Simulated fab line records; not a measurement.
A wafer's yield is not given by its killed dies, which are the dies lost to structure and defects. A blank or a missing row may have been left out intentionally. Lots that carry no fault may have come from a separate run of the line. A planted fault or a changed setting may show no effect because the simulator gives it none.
Chamber matching | flow nand harc | NHARC_P_M0_DEP_32 on pecvd-02: 3 sister chambers
The step deposits SiCN, target thk 30 nm. 20 wafers are shown with their chamber, then 10 later ones without.

== EACH WAFER AND ITS CHAMBER ==
wafer  | chamber | heater power w (W)
L754.1 | 1       | 530
L754.2 | 0       | 637
L754.4 | 1       | 523
L755.1 | 0       | 542
L755.3 | 2       | 567
L755.4 | 0       | 542
L757.1 | 2       | 654
L757.5 | 1       | 564
L757.6 | 2       | 524
L758.2 | 2       | 578
L758.3 | 0       | 576
L758.4 | 0       | 593
L759.3 | 0       | 579
L759.5 | 0       | 585
L759.6 | 1       | 534
L760.1 | 2       | 610
L760.2 | 1       | 498
L760.5 | 1       | 489
L764.2 | 0       | 651
L764.3 | 1       | 540

SIGNATURES, as means of the wafers listed above
reading        | chamber 0 | chamber 1 | chamber 2 | scatter within a chamber
heater power w | 588.12    | 525.43    | 586.60    | 37.7
Rule: for a wafer and a chamber, the distance is found by dividing, reading by reading, the gap between the wafer's reading and the chamber's mean by the reading's scatter, squaring, summing and taking the root. If the next closest chamber is less than 2 further off than the closest, the wafer can't be placed; otherwise it belongs to the closest. How the scatter is found: for the shown wafers, subtract from each reading the mean of its chamber, square and add these, divide the total by (wafers less chambers), then take the root.

== WAFERS WITH NO CHAMBER GIVEN ==
wafer  | heater power w (W)
L764.6 | 568
L771.2 | 598
L771.3 | 624
L771.6 | 622
L774.1 | 510
L774.3 | 580
L774.4 | 582
L777.2 | 667
L777.3 | 589
L777.4 | 560

== CHAMBER TAKEN BY EACH ==
wafer  | from the rows above          | in truth
L764.6 | can't be placed: 2 or 0 or 1 | 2
L771.2 | can't be placed: 0 or 2 or 1 | 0
L771.3 | can't be placed: 0 or 2 or 1 | 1
L771.6 | can't be placed: 0 or 2 or 1 | 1
L774.1 | can't be placed: 1 or 2 or 0 | 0
L774.3 | can't be placed: 2 or 0 or 1 | 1
L774.4 | can't be placed: 2 or 0 or 1 | 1
L777.2 | can't be placed: 0 or 2 or 1 | 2
L777.3 | can't be placed: 0 or 2 or 1 | 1
L777.4 | can't be placed: 2 or 0 or 1 | 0
Placed correctly: 0 of 10. Not placeable from these rows: 10 (in 10, the candidates include the true chamber). 0 placed wrongly.
